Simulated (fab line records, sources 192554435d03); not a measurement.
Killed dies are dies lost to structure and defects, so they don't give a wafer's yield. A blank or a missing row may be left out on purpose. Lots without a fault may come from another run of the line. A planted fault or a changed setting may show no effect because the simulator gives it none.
Which tool did it? | flow n5_finfet | 10 lots, 30 wafers sampled, at 4 steps of a route of 1938

WHAT THE GAUGES READ, wafer by wafer
N5_BEOL_M15_INSPECT_12: inspects for defects (macro). Usual: raw_defect_count 2.1, standard deviation 1.5.
lot  | measured     | on                | raw_defect_count | flag
L360 | day 13 10:31 | defect_inspect-01 | 2 4 3            |
L363 | day 13 17:02 | defect_inspect-01 | 4 5 6            |
L364 | day 14 02:14 | defect_inspect-02 | 1 1 2            |
L369 | day 15 08:14 | defect_inspect-01 | 0 290 >300       | OFF
L376 | day 17 02:30 | defect_inspect-02 | 2 1 1            |
L374 | day 17 03:35 | defect_inspect-01 | 0 1 4            |
L378 | day 17 20:05 | defect_inspect-02 | 3 1 3            |
L381 | day 18 00:39 | defect_inspect-01 | 1 2 2            |
L380 | day 18 05:53 | defect_inspect-02 | 3 2 4            |
L382 | day 18 08:35 | defect_inspect-01 | 1 1 3            |

WHICH TOOL RAN EACH LOT (tool, then ch and the chambers of the sampled wafers, then the start)
lot  | N5_BEOL_M14_PRE_CLEAN_42     | N5_BEOL_M14_SPUTTER_45       | N5_BEOL_M15_ILD_DEP_00
L360 | pvd_sputter-02, day 13 08:31 | pvd_sputter-02, day 13 08:43 | pecvd-03 ch 1,2, day 13 09:55
L363 | pvd_sputter-03, day 13 15:01 | pvd_sputter-03, day 13 15:13 | pecvd-03 ch 1,2, day 13 16:19
L364 | pvd_sputter-03, day 14 00:17 | pvd_sputter-03, day 14 00:29 | pecvd-03 ch 0,1, day 14 01:38
L369 | pvd_sputter-01, day 15 06:12 | pvd_sputter-01, day 15 06:24 | pecvd-03 ch 0,2, day 15 07:29
L376 | pvd_sputter-03, day 17 00:34 | pvd_sputter-03, day 17 00:46 | pecvd-02 ch 0,1,2, day 17 01:53
L374 | pvd_sputter-03, day 17 01:32 | pvd_sputter-03, day 17 01:44 | pecvd-02 ch 0,1,2, day 17 02:51
L378 | pvd_sputter-03, day 17 17:41 | pvd_sputter-03, day 17 17:53 | pecvd-01 ch 1,2, day 17 19:20
L381 | pvd_sputter-02, day 17 22:45 | pvd_sputter-02, day 17 22:57 | pecvd-03 ch 1,2, day 18 00:02
L380 | pvd_sputter-03, day 18 03:51 | pvd_sputter-03, day 18 04:03 | pecvd-02 ch 0,1,2, day 18 05:08
L382 | pvd_sputter-01, day 18 06:33 | pvd_sputter-01, day 18 06:45 | pecvd-03 ch 0,1,2, day 18 07:50
- N5_BEOL_M14_PRE_CLEAN_42: time 30 s.
- N5_BEOL_M14_SPUTTER_45: material Cu, target thk 100 nm, time 16.67 s.
- N5_BEOL_M15_ILD_DEP_00: deposits SiO2 from TEOS/O2, target thk 1629.3 nm, time 346.1 s.

WHAT THE TOOLS THEMSELVES READ (means of the sampled wafers that have a number; where no wafer has one, the mark that the record gives instead)
N5_BEOL_M14_PRE_CLEAN_42. Usual: heater_power_w 440 W, standard deviation 43.
lot  | tool           | heater_power_w (W) | flag
L360 | pvd_sputter-02 | 434                |
L363 | pvd_sputter-03 | 447                |
L364 | pvd_sputter-03 | 433                |
L369 | pvd_sputter-01 | 442                |
L376 | pvd_sputter-03 | 440                |
L374 | pvd_sputter-03 | 434                |
L378 | pvd_sputter-03 | 453                |
L381 | pvd_sputter-02 | 422                |
L380 | pvd_sputter-03 | 444                |
L382 | pvd_sputter-01 | 425                |

N5_BEOL_M14_SPUTTER_45. Usual: throttle_valve_pct 29.7 %, standard deviation 1.1.
lot  | tool           | throttle_valve_pct (%) | flag
L360 | pvd_sputter-02 | 28.8                   |
L363 | pvd_sputter-03 | 29.1                   |
L364 | pvd_sputter-03 | 29.9                   |
L369 | pvd_sputter-01 | 30.4                   |
L376 | pvd_sputter-03 | 29.7                   |
L374 | pvd_sputter-03 | 29.8                   |
L378 | pvd_sputter-03 | 28.7                   |
L381 | pvd_sputter-02 | 30.4                   |
L380 | pvd_sputter-03 | 29.4                   |
L382 | pvd_sputter-01 | 31.7                   |

N5_BEOL_M15_ILD_DEP_00. Usual: heater_power_w 530 W, standard deviation 81; showerhead_plenum_p_Torr 8.34 Torr, standard deviation 0.037; showerhead_vpp_V 1876 V, standard deviation 61; throttle_valve_pct 19.4 %, standard deviation 1.3.
lot  | tool     | heater_power_w (W) | showerhead_plenum_p_Torr (Torr) | showerhead_vpp_V (V) | throttle_valve_pct (%) | flag
L360 | pecvd-03 | 502                | 8.35                            | 1958                 | 19.5                   |
L363 | pecvd-03 | 493                | 8.35                            | 1967                 | 19.5                   |
L364 | pecvd-03 | 478                | 8.36                            | 1956                 | 20.6                   |
L369 | pecvd-03 | 574                | 8.36                            | 1883                 | 19.9                   |
L376 | pecvd-02 | 542                | 8.33                            | 1836                 | 19.5                   |
L374 | pecvd-02 | 545                | 8.32                            | 1848                 | 19.5                   |
L378 | pecvd-01 | 473                | 8.37                            | 1911                 | 17.3                   |
L381 | pecvd-03 | 494                | 8.35                            | 1930                 | 18.8                   |
L380 | pecvd-02 | 503                | 8.31                            | 1830                 | 19.4                   |
L382 | pecvd-03 | 529                | 8.36                            | 1919                 | 19.8                   |

THE ANSWER, worked out from the rows above alone
Rule: a lot is off if the mean of its wafers that have a number lies more than 3 standard deviations from the usual mean. A lot without any number at a reading at which 4 lots or more have one is off too. The other lots that the step has rows for count as sound. The gauges are gone through in route order, then the tools' own readings, and for those a lot's mean is taken as printed above. The first step at which some lot is off is used, and at that step the reading that is off furthest; a lot without a number counts as furthest.
Off: L369, at N5_BEOL_M15_INSPECT_12 (raw_defect_count).
A tool fits if, at a process step before that reading, it ran every lot that is off, and no sound lot after the first of them. The gauges at N5_BEOL_M15_INSPECT_12 are tried like those tools. None of those tried fits.

WHAT THE SIMULATOR HAD PUT IN
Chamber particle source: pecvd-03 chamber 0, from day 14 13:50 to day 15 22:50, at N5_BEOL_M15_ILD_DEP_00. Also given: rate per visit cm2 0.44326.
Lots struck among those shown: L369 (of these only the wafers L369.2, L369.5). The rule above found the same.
